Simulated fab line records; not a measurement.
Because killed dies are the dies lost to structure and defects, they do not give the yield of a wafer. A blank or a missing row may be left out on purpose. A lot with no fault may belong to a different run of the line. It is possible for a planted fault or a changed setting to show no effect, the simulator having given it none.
Matching of chambers || flow nand harc || NHARC_A_STAIRCASE_ETCHBACK_157 on rie diel-05: 4 sister chambers
The step etches the open film in CH3F/O2, target depth 90 nm, time 167.14 s. 8 wafers are shown with their chamber, then 7 later ones without.

## WAFERS PAIRED WITH THEIR CHAMBERS
{"wafer": "L079.3", "chamber": 1, "showerhead plenum p Torr (Torr)": 2.60, "rf vpp V (V)": 246.4}
{"wafer": "L079.5", "chamber": 0, "showerhead plenum p Torr (Torr)": 2.48, "rf vpp V (V)": 245.2}
{"wafer": "L086.2", "chamber": 0, "showerhead plenum p Torr (Torr)": 2.48, "rf vpp V (V)": 246.4}
{"wafer": "L089.2", "chamber": 2, "showerhead plenum p Torr (Torr)": 2.48, "rf vpp V (V)": 243.8}
{"wafer": "L089.4", "chamber": 1, "showerhead plenum p Torr (Torr)": 2.59, "rf vpp V (V)": 246.4}
{"wafer": "L089.5", "chamber": 3, "showerhead plenum p Torr (Torr)": 2.61, "rf vpp V (V)": 246.6}
{"wafer": "L092.1", "chamber": 2, "showerhead plenum p Torr (Torr)": 2.48, "rf vpp V (V)": 245.4}
{"wafer": "L092.2", "chamber": 3, "showerhead plenum p Torr (Torr)": 2.61, "rf vpp V (V)": 247.9}

## WAFERS WHOSE CHAMBER IS MISSING
{"wafer": "L092.5", "showerhead plenum p Torr (Torr)": 2.58, "rf vpp V (V)": 245.9}
{"wafer": "L095.3", "showerhead plenum p Torr (Torr)": 2.60, "rf vpp V (V)": 245.5}
{"wafer": "L095.4", "showerhead plenum p Torr (Torr)": 2.47, "rf vpp V (V)": 246.4}
{"wafer": "L095.5", "showerhead plenum p Torr (Torr)": 2.58, "rf vpp V (V)": 246.8}
{"wafer": "L096.1", "showerhead plenum p Torr (Torr)": 2.60, "rf vpp V (V)": 246.8}
{"wafer": "L096.4", "showerhead plenum p Torr (Torr)": 2.58, "rf vpp V (V)": 246.6}
{"wafer": "L096.5", "showerhead plenum p Torr (Torr)": 2.58, "rf vpp V (V)": 247.1}

## WHICH CHAMBER EACH WENT THROUGH
{"wafer": "L092.5", "from the rows above": 1, "in truth": 1}
{"wafer": "L095.3", "from the rows above": "can't be placed: 1 or 3", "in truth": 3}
{"wafer": "L095.4", "from the rows above": "can't be placed: 0 or 2", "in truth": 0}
{"wafer": "L095.5", "from the rows above": 1, "in truth": 1}
{"wafer": "L096.1", "from the rows above": "can't be placed: 1 or 3", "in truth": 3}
{"wafer": "L096.4", "from the rows above": 1, "in truth": 1}
{"wafer": "L096.5", "from the rows above": 1, "in truth": 1}
Correctly placed: 4 of 7. Unplaceable from these rows: 3, with the true chamber sitting among the candidates in 3. Number placed wrongly: 0.
How it was worked out, from the rows above alone: a wafer's distance from a chamber is the root of the sum, over the readings, of the square of ((its reading less the chamber's mean) divided by the reading's scatter). If the next closest chamber is less than 2 further off than the closest, the wafer can't be placed; otherwise it belongs to the closest. The mean given for a chamber averages the wafers shown for that chamber. The scatter is the square root of a quotient: the sum, over the shown wafers, of each reading's squared deviation from its chamber's mean, divided by wafers minus chambers.
